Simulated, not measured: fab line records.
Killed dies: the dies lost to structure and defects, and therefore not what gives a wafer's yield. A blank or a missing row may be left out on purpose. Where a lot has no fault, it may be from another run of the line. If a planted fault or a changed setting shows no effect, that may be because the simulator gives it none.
Comparing a struck lot with a sound one ; flow nand harc ; 44 steps out of a route of 1159
Sound: the wafers L704.1, L704.2, L704.6. Wafers struck: L712.3, L712.5, L712.6. The cause is given at the end.
Order at every step that has rows: each side's tool, ch and its chambers, its first start. Under that, the readings that differ: sound wafers ; struck wafers ; difference of the means ; sigmas: that difference in standard deviations of wafers without a fault.
alike: a reading whose means differ by less than 2 such deviations, as well as words and numbers matching on both sides. not compared: withheld readings; readings where some wafer has no value; bounds like >300 that might hide an equal value; numbers whose values overlap and for which the record gives no deviation.
The two part at a step that has a row with sigmas, a row that says differs or no value, or rows on one side only. Non-overlapping numbers with no deviation appear without sigmas and do not part them. Lack of a reading on every wafer of one side parts them only where that side has two or more wafers.

first, 9 steps without rows for these wafers: NHARC_P_GATE_OXIDE_02 (material SiO2, target thk 37.5 nm, ox time 365 s); NHARC_P_GATE_DEHYDRATE_03 (time 120 s); NHARC_P_GATE_HMDS_04 (time 30 s); NHARC_P_GATE_COAT_05; NHARC_P_GATE_SOFTBAKE_06 (time 95 s); NHARC_P_GATE_EBR_07; NHARC_P_GATE_EXPOSE_08 (exposes mask P HV); NHARC_P_GATE_PEB_09 (peb time 85 s); NHARC_P_GATE_DEVELOP_10 (time 70 s).
NHARC_P_GATE_CD_MEAS_11 targets a cd of 1640 nm.
  sound on cd sem-01 ch 0, day 5 16:20; struck on cd sem-02 ch 0, day 7 09:41
  alike: cd nm
then, 2 steps without rows for these wafers: NHARC_P_GATE_HARDBAKE_12 (time 80 s); NHARC_P_GATE_DESCUM_13 (chemistry O2, time 3 s).
NHARC_P_GATE_ETCH_14: etches SiO2 in dHF, target depth 48.8 nm.
  sound on wet bench-05 ch 4,5,6, day 5 16:40; struck on wet bench-05 ch 2,3,4, day 7 10:02
then, 15 steps without rows for these wafers: NHARC_P_GATE_STRIP_15 (strips in SPM, time 780 s); NHARC_P_GATE_PRECLEAN_71 (cleans in SC1); NHARC_P_GATE_SRD_72; NHARC_P_GATE_OXIDE_16 (material SiO2, target thk 3 nm, ox time 392 s); NHARC_P_GATE_CVD_17 (deposits poly-Si, target thk 150 nm, time 900 s); NHARC_P_GATE_HM_DEP_102 (deposits aC, target thk 120 nm); NHARC_P_GATE_DEP_103 (deposits SiON, target thk 30 nm); NHARC_P_GATE_DEHYDRATE_18 (time 120 s); NHARC_P_GATE_HMDS_19 (time 30 s); NHARC_P_GATE_COAT_20 (resist thk 90 nm); NHARC_P_GATE_SOFTBAKE_21 (time 55 s); NHARC_P_GATE_EBR_22; NHARC_P_GATE_EXPOSE_23 (exposes mask P GATE, target cd 120 nm); NHARC_P_GATE_PEB_24 (peb time 65 s); NHARC_P_GATE_DEVELOP_25 (develop time 35 s).
NHARC_P_GATE_CD_MEAS_26 targets a cd of 120 nm.
  sound on cd sem-01 ch 0, day 6 08:34; struck on cd sem-01 ch 0, day 8 00:11
  alike: cd nm
NHARC_P_GATE_OVL_MEAS_27:
  struck on overlay-02, day 8 00:17; sound on overlay-01, day 6 08:39
  alike: overlay x nm, overlay y nm
NHARC_P_GATE_INSPECT_28:
  struck on defect inspect-02, day 8 00:20; sound on defect inspect-02, day 6 08:41
reading;sound;struck;difference;sigmas
raw defect count;7 7 9;604 611 598;+597;+99 or more
NHARC_P_GATE_DESCUM_31: chemistry O2, time 3 s.
  sound on rie diel-12 ch 1,2,3, day 6 08:45; struck on rie diel-12 ch 0,1,3, day 8 00:25
  alike: drypump motor current A, oes product au, rf vpp V, showerhead plenum p Torr, throttle valve pct
  not compared: rf hours counter h
NHARC_P_GATE_ETCH_104: etches the open film in CF4/CHF3, target depth 60 nm.
  sound on rie diel-12 ch 2,3, day 6 08:50; struck on rie diel-12 ch 2,3, day 8 00:29
  alike: drypump motor current A, oes product au, rf vpp V, showerhead plenum p Torr, throttle valve pct
NHARC_P_GATE_HM_OPEN_105: chemistry O2/COS, target depth 360 nm.
  sound on rie diel-12 ch 0,1,3; struck on rie diel-12 ch 1,2
  alike: drypump motor current A, oes product au, rf vpp V, showerhead plenum p Torr, throttle valve pct
  not compared: rf hours counter h
then, 1 step without rows for these wafers: NHARC_P_GATE_STRIP_106 (strips in O2/COS).
NHARC_P_GATE_ETCH_114: etches the open film in CF4/O2, target depth 30 nm, overetch 3 nm, time 16.5 s.
  sound on rie diel-12 ch 1,2; struck on rie diel-12 ch 0,3
  alike: drypump motor current A, oes_o_777_au, oes product au, rf vpp V, showerhead plenum p Torr, throttle valve pct
  not compared: rf hours counter h
then, 1 step without rows for these wafers: NHARC_P_GATE_ETCH_32 (etches the open film in HBr/Cl2, target depth 150 nm, time 100.1 s).
NHARC_P_GATE_STRIP_108: strips in O2.
  sound on rie diel-12 ch 0,1, day 6 09:29; struck on rie diel-13 ch 1,2, day 8 01:03
  alike: drypump motor current A, oes product au, rf vpp V, showerhead plenum p Torr, throttle valve pct
  not compared: rf hours counter h
NHARC_P_GATE_CD_MEAS_33:
  struck on cd sem-03, day 8 01:14; sound on cd sem-02, day 6 09:40
  alike: cd nm
then, 3 steps without rows for these wafers: NHARC_P_GATE_STRIP_35 (strips in SPM, time 600 s); NHARC_P_GATE_PRECLEAN_73 (cleans in SC1); NHARC_P_GATE_SRD_74.
NHARC_P_GATE_INSPECT_68:
  struck on defect inspect-02, day 8 19:57; sound on defect inspect-01, day 7 03:24
reading;sound;struck;difference;sigmas
raw defect count;101 103 127;736 724 788;+639;+8
-- the record jumps here: 13 days lie between the struck wafers' starts before and after (it left off in module P_GATE and takes up again in module END, whose first step shown is number 1159 of the route) --
NHARC_END_SORT_01:
  sound on prober-01 ch 0, day 20 14:16; struck on prober-01 ch 0, day 21 23:30
reading;sound;struck;difference;sigmas
killed at periphery;0 1 1;90 88 83;+86;+48
killed dies;32 34 43;113 101 96;+67;+7
  alike: killed at array, killed at other, killed open, killed short

== WHERE THEY PART ==
Last at NHARC_END_SORT_01 as far as this record goes, first at NHARC_P_GATE_INSPECT_28.

WHY: whatever the simulator had introduced
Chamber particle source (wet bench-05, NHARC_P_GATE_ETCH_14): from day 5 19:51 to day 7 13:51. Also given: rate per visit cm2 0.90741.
